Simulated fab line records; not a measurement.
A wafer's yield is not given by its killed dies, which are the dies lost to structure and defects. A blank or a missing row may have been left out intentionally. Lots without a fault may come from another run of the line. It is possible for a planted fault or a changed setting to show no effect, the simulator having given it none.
The tool behind it: which one?	flow n5-finfet	Sampling: 8 lots, 24 wafers, 6 of 1938 route steps

## WHAT EACH GAUGE READ, for each wafer
N5_BEOL_M1_CD_MEAS_28: target cd y 23.3 nm.
lot	measured	on	cd-nm (nm)
L801	day 6 13:34	cd-sem-01	23.54 24.23 23.93
L802	day 6 15:10	cd-sem-03	23.99 23.94 23.68
L808	day 8 06:06	cd-sem-03	23.17 23.86 23.79
L812	day 9 09:52	cd-sem-01	24.03 24.06 24.08
L820	day 11 04:56	cd-sem-02	23.36 24.47 24.17
L821	day 11 08:45	cd-sem-01	16.16 17.50 21.94
L822	day 11 12:22	cd-sem-01	22.74 15.38 16.38
L824	day 11 21:11	cd-sem-03	23.93 24.01 23.67

N5_BEOL_M4_RC_MEAS_101.
lot	measured	on	DIBL_N (mV/V)	DIBL_P (mV/V)	IOFF_N (nA/um)	IOFF_P (nA/um)	ION_N (uA/um)	ION_P (uA/um)	SS_N (mV/dec)	SS_P (mV/dec)	VT_N (mV)	VT_P (mV)
L801	day 8 15:29	prober-01	35.6 39.3 37.9	34.3 38.9 37.1	0.13 0.22 0.19	0.14 0.20 0.18	654 684 686	441 455 455	71.5 73.0 72.5	72.4 73.8 73.3	255 247 249	-257 -256 -254
L802	day 8 15:54	prober-02	34.8 35.0 33.1	32.0 32.7 30.1	0.13 0.14 0.11	0.19 0.20 0.17	679 682 672	472 478 470	70.9 71.0 70.0	72.6 72.5 72.6	250 249 253	-248 -250 -251
L808	day 10 10:59	prober-01	35.8 36.6 36.7	35.1 34.8 35.7	0.16 0.16 0.16	0.19 0.19 0.20	697 688 690	474 464 471	71.5 71.2 71.1	72.5 73.1 72.8	246 247 247	-249 -251 -250
L812	day 11 11:31	prober-02	34.3 39.5 32.7	34.2 41.3 31.6	0.13 0.25 0.11	0.17 0.31 0.14	660 712 669	454 480 457	71.3 72.6 70.9	71.9 74.3 72.1	251 242 253	-253 -243 -254
L820	day 12 22:39	prober-01	36.2 37.5 37.8	36.9 38.8 38.8	0.18 0.21 0.20	0.22 0.25 0.24	694 697 696	472 472 471	72.3 72.2 72.2	72.9 73.3 73.0	247 246 245	-249 -249 -245
L821	day 13 15:39	prober-01	35.8	33.8	0.13	0.14	668	445	71.5	73.2	254	-261
L822	day 13 15:49	prober-01	40.6	40.7	0.28	0.31	709	480	73.2	74.6	241	-246
L824	day 14 14:02	prober-02	38.0 36.1 36.0	40.0 37.1 36.9	0.22 0.18 0.17	0.26 0.23 0.21	710 701 689	477 476 467	72.6 71.7 71.4	73.7 73.3 73.6	242 247 246	-247 -250 -250

## EACH LOT AND THE TOOL THAT RAN IT (in order: tool; ch and the chambers of the sampled wafers; start)
lot	N5_BEOL_M1_ETCH_74	N5_BEOL_M1_EXPOSE_25	N5_BEOL_M1_ETCH_69	N5_BEOL_M1_ETCH_70
L801	rie-diel-06 ch 0,1,3, day 6 12:43	euv-scanner-02 ch 0, day 6 13:25	rie-diel-02 ch 1,2, day 6 13:44	rie-diel-02 ch 0,2,3, day 6 13:59
L802	rie-diel-04 ch 0,1,3, day 6 14:14	euv-scanner-01 ch 0, day 6 15:02	rie-diel-04 ch 1,2, day 6 15:30	rie-diel-06 ch 0,2,3, day 6 16:44
L808	rie-diel-04 ch 0,1,2, day 8 05:14	euv-scanner-01 ch 0, day 8 05:58	rie-diel-06 ch 1,3, day 8 06:36	rie-diel-02 ch 0,2,3, day 8 10:32
L812	rie-diel-04 ch 1,3, day 9 08:46	euv-scanner-02 ch 0, day 9 09:44	rie-diel-02 ch 0,3, day 9 10:02	rie-diel-02 ch 0,3, day 9 10:46
L820	rie-diel-02 ch 0,2, day 11 04:06	euv-scanner-02 ch 0, day 11 04:49	rie-diel-02 ch 0,1,2, day 11 05:07	rie-diel-04 ch 0,1,3, day 11 05:58
L821	rie-diel-06 ch 0,2,3, day 11 08:02	euv-scanner-02 ch 0, day 11 08:38	rie-diel-02 ch 0,1,2, day 11 08:57	rie-diel-04 ch 0,1, day 11 10:37
L822	rie-diel-06 ch 0,2,3, day 11 11:34	euv-scanner-02 ch 0, day 11 12:13	rie-diel-06 ch 0,2, day 11 12:43	rie-diel-02 ch 0,2,3, day 11 14:09
L824	rie-diel-04 ch 0,1,3, day 11 20:17	euv-scanner-01 ch 0, day 11 21:03	rie-diel-04 ch 1,2, day 11 21:22	rie-diel-02 ch 0,3, day 12 04:33
- N5_BEOL_M1_ETCH_74: etches underlayer in N2/H2, target depth 6.5 nm, time 5.2 s.
- N5_BEOL_M1_EXPOSE_25: exposes mask V0, defocus 5 nm, target cd 24 nm.
- N5_BEOL_M1_ETCH_69: etches SiARC in CF4, target depth 15.6 nm, time 26 s.
- N5_BEOL_M1_ETCH_70: etches SOC in N2/H2, target depth 80 nm, overetch 16 nm, time 120 s.

## WHAT THE TOOLS THEMSELVES READ (means of the sampled wafers that have a number; where no wafer has one, the mark that the record gives instead)
N5_BEOL_M1_ETCH_74.
lot	tool	drypump-motor-current-A (A)	etch-rf-on-time-s (s)	h2-flow-sccm (sccm)	oes-product-au (a.u.)	rf-vpp-V (V)	showerhead-plenum-p-Torr (Torr)	throttle-valve-pct (%)
L801	rie-diel-06	5.2	5.28	200.3	0.65	520.3	2.45	18.1
L802	rie-diel-04	5.7	5.21	200.3	0.64	523.9	2.58	17.9
L808	rie-diel-04	6.1	5.33	199.2	0.61	525.0	2.57	18.1
L812	rie-diel-04	6.1	5.29	199.8	0.64	526.3	2.58	17.6
L820	rie-diel-02	5.9	5.32	199.7	0.58	523.8	2.51	17.9
L821	rie-diel-06	5.2	5.27	200.4	0.68	523.6	2.50	18.0
L822	rie-diel-06	5.2	5.25	200.6	0.68	522.7	2.50	18.0
L824	rie-diel-04	5.8	5.31	200.0	0.67	524.4	2.56	17.9

N5_BEOL_M1_ETCH_69.
lot	tool	drypump-motor-current-A (A)	etch-rf-on-time-s (s)	mfc-ar-sccm (sccm)	oes-product-au (a.u.)	rf-vpp-V (V)	showerhead-plenum-p-Torr (Torr)	throttle-valve-pct (%)
L801	rie-diel-02	5.8	26.2	99.9	0.64	184.1	2.12	15.43
L802	rie-diel-04	6.2	26.8	100.4	0.62	184.2	2.19	15.76
L808	rie-diel-06	5.2	25.6	100.1	0.69	183.7	2.13	15.77
L812	rie-diel-02	5.3	25.7	100.0	0.65	184.2	2.10	16.07
L820	rie-diel-02	5.9	26.0	100.1	0.63	184.0	2.11	15.64
L821	rie-diel-02	5.9	25.9	100.3	0.63	183.5	2.10	15.65
L822	rie-diel-06	5.2	26.2	100.3	0.72	183.9	2.13	15.63
L824	rie-diel-04	6.4	26.3	99.8	0.63	184.2	2.16	15.61

N5_BEOL_M1_ETCH_70.
lot	tool	drypump-motor-current-A (A)	h2-flow-sccm (sccm)	oes-product-au (a.u.)	rf-vpp-V (V)	showerhead-plenum-p-Torr (Torr)	throttle-valve-pct (%)
L801	rie-diel-02	5.6	200.0	0.57	523.7	2.49	17.9
L802	rie-diel-06	5.1	199.9	0.59	523.4	2.52	18.1
L808	rie-diel-02	5.6	200.4	0.56	522.9	2.49	18.0
L812	rie-diel-02	5.7	200.4	0.57	522.5	2.48	18.1
L820	rie-diel-04	5.8	199.5	0.61	524.3	2.56	17.8
L821	rie-diel-04	6.2	199.5	0.63	523.0	2.53	17.7
L822	rie-diel-02	5.6	200.0	0.55	521.3	2.48	18.0
L824	rie-diel-02	5.3	199.7	0.57	521.9	2.45	18.2

## THE ANSWER, worked out from the rows above alone
Rule: the lots themselves supply what counts as usual. The widest of any qualifying gaps counts: lots, ordered by their means at a reading, are off when they make up no more than a third of the lots, leave a main group of 4 or more, and stand apart from it by 3 or more times the standard deviation of that group's means. A main group whose means are all the same, to the digits that the tables above print for the reading, isn't used. Also off: a lot with no number at a reading for which 4 or more lots have one. The other lots that the step has rows for count as sound. After the gauges, taken in route order, come the tools' own readings; for these a lot's mean is taken, as printed above. The first step at which some lot is off is used, and at that step the reading that is off furthest; a lot without a number counts as furthest.
Off: L821, L822 (N5_BEOL_M1_CD_MEAS_28, cd-nm). For the main group the mean is 23.88 nm and the standard deviation 0.14.
A tool fits if, at a process step before that reading, it ran every lot that is off, and no sound lot after the first of them. The gauges at N5_BEOL_M1_CD_MEAS_28 are tried like those tools. Can't be told from this: 3 tools fit, rie-diel-06 at N5_BEOL_M1_ETCH_74, euv-scanner-02 at N5_BEOL_M1_EXPOSE_25, cd-sem-01 at N5_BEOL_M1_CD_MEAS_28.

## WHAT THE SIMULATOR HAD INSERTED
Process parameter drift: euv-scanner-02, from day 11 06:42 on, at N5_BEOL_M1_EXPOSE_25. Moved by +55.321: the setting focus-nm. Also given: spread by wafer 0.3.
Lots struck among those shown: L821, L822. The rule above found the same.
